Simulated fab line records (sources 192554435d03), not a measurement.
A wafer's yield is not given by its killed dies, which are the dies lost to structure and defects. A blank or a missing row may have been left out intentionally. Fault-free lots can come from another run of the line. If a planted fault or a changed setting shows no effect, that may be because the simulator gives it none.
Comparing a struck lot with a sound one | flow n5_finfet | 16 out of 1938 route steps
Sound: these wafers, L333.1, L333.2, L333.4. Struck: wafer L346.2 (left out: L346.3, a lot-mate that was not struck); the cause follows at the end.
At each step with rows: each side's tool, then ch and its chambers, then its first start. Under that, the readings that differ: sound wafers | struck wafers | difference of the means | sigmas: that difference in standard deviations of wafers without a fault.
alike: words and numbers the same on both sides, and readings whose means are apart by under 2 such deviations; not compared: readings that were withheld, readings missing a value for some wafer, numbers with overlapping values and no deviation given by the record, and bounds like >300 which may hide the same value.
Wherever a step has rows on one side only, a row that says differs or no value, or a row with sigmas, the two part there. Numbers that have no deviation but don't overlap get no sigmas and don't part them. A reading missing from all wafers of one side parts the sides only when that side holds two or more wafers.

first, 6 steps without rows for these wafers: N5_BEOL_M2_COAT_22 (resist thk 30 nm); N5_BEOL_M2_EBR_24; N5_BEOL_M2_SOFTBAKE_23 (time 60 s); N5_BEOL_M2_EXPOSE_25 (exposes mask V1, defocus 5 nm); N5_BEOL_M2_PEB_26 (peb time 60 s); N5_BEOL_M2_DEVELOP_27 (develop time 30 s).
N5_BEOL_M2_CD_MEAS_28: target cd 26.2 nm, target cd y 24.1 nm.
  sound on cd_sem-02 ch 0, day 8 10:25; struck on cd_sem-01 ch 0, day 11 19:19
  alike: cd_nm
N5_BEOL_M2_OVL_MEAS_29:
  sound on overlay-02 ch 0, day 8 10:26; struck on overlay-02 ch 0, day 11 19:21
  alike: V1_OVL
N5_BEOL_M2_INSPECT_30: inspects for defects (brightfield).
  sound: defect_inspect-01 at day 8 10:30; struck: defect_inspect-02 at day 11 19:25
  alike: raw_defect_count
N5_BEOL_M2_DESCUM_33: chemistry O2, time 7 s.
  sound on rie_diel-01 ch 0,2,3, day 8 10:32; struck on rie_diel-01 ch 3, day 11 19:26
  reading                | sound    | struck | difference | sigmas
  rf_hours_counter_h (h) | 7 195 47 | 229    | +146       |
  alike: bias_power_w, chamber_pressure_mTorr, drypump_motor_current_A, oes_product_au, rf_vpp_V, showerhead_plenum_p_Torr, temp_c, throttle_valve_pct
N5_BEOL_M2_ETCH_77: etches underlayer in N2/H2, target depth 6.5 nm, time 5.2 s.
  sound on rie_diel-01 ch 0,2,3, day 8 10:34; struck on rie_diel-01 ch 3, day 11 19:28
  reading                | sound    | struck | difference | sigmas
  rf_hours_counter_h (h) | 7 195 47 | 229    | +146       |
  alike: chamber_pressure_mTorr, drypump_motor_current_A, etch_rf_on_time_s, oes_product_au, rf_vpp_V, showerhead_plenum_p_Torr, throttle_valve_pct
N5_BEOL_M2_ETCH_69: etches SiARC in CF4, target depth 15.6 nm, time 26 s.
  sound on rie_diel-01 ch 0,2,3, day 8 10:35; struck on rie_diel-01 ch 3, day 11 19:29
  reading                | sound    | struck | difference | sigmas
  rf_hours_counter_h (h) | 7 195 47 | 229    | +146       |
  alike: chamber_pressure_mTorr, drypump_motor_current_A, etch_rf_on_time_s, oes_product_au, rf_vpp_V, showerhead_plenum_p_Torr, throttle_valve_pct
N5_BEOL_M2_ALD_98: deposits SiO2, target thk 2.5 nm, pulse time 1 s, co reactant pulse time 1 s.
  sound on ald_sin-02 ch 1,2,3, day 8 10:40; struck on ald_sin-03 ch 3, day 11 19:41
  reading                                  | sound       | struck | difference | sigmas
  ald_cycles                               | 17 17 17    | 12     | -5         |
  heater_power_w (W)                       | 64 75 74    | 84     | +13        | +2
  model.SiO2_of_BEOL_M2_ALD_98.thk_nm (nm) | 2.4 2.6 2.4 | 1.8    | -0.7       |
  alike: heater_power_outer_w, precursor_pulse_height_rel
N5_BEOL_M2_ETCHBACK_99: etches SiO2 in CHF3, target depth 5 nm, time 10.4 s.
  sound on rie_diel-05 ch 0,3, day 8 17:57; struck on rie_diel-05 ch 0, day 11 21:37
  reading                        | sound                | struck | difference | sigmas
  chamber_pressure_mTorr (mTorr) | 29.980 29.988 29.932 | 30.052 | +0.085     | +3
  oes_product_au (a.u.)          | 0.71 0.68 0.70       | 0.96   | +0.26      | +3
  throttle_valve_pct (%)         | 17.51 17.05 17.50    | 16.67  | -0.68      | -3
  alike: drypump_motor_current_A, rf_vpp_V, showerhead_plenum_p_Torr
  not compared: rf_hours_counter_h
N5_BEOL_M4_RC_MEAS_101:
  sound on prober-01 ch 0, day 9 21:01; struck on prober-02 ch 0, day 13 02:50
  reading       | sound          | struck | difference | sigmas
  SS_P (mV/dec) | 72.9 72.5 73.4 | 74.6   | +1.7       | +3
  alike: DIBL_N, DIBL_P, IOFF_N, IOFF_P, ION_N, ION_P, SS_N, VT_N, VT_P
-- a jump in the record: the struck wafers' starts before and after are 5 days apart (it breaks off in module BEOL_M4 and resumes in module PASSIVATION, where the first step shown is number 1936 of the route) --
N5_PASSIVATION_PROBE_49:
  sound: prober-01 at day 14 03:54; struck: prober-01 at day 17 14:51
  reading         | sound | struck | difference | sigmas
  killed_at_other | 3 0 7 | 12     | +9         | +2
  alike: defect_limited_yield, killed_at_M0_to_M3, killed_at_M4_up, killed_at_contacts, killed_at_front_end, killed_dies, killed_open, killed_short, sort_bin_5_function, sort_bin_6_memory, sort_n_pass, sort_yield_pct

## WHERE THEY PART
Last at N5_PASSIVATION_PROBE_49 as far as this record goes, first at N5_BEOL_M2_ALD_98.

WHY: whatever the simulator had introduced
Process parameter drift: ald_sin-03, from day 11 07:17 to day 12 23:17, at N5_BEOL_M2_ALD_98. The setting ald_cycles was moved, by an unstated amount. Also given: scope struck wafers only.
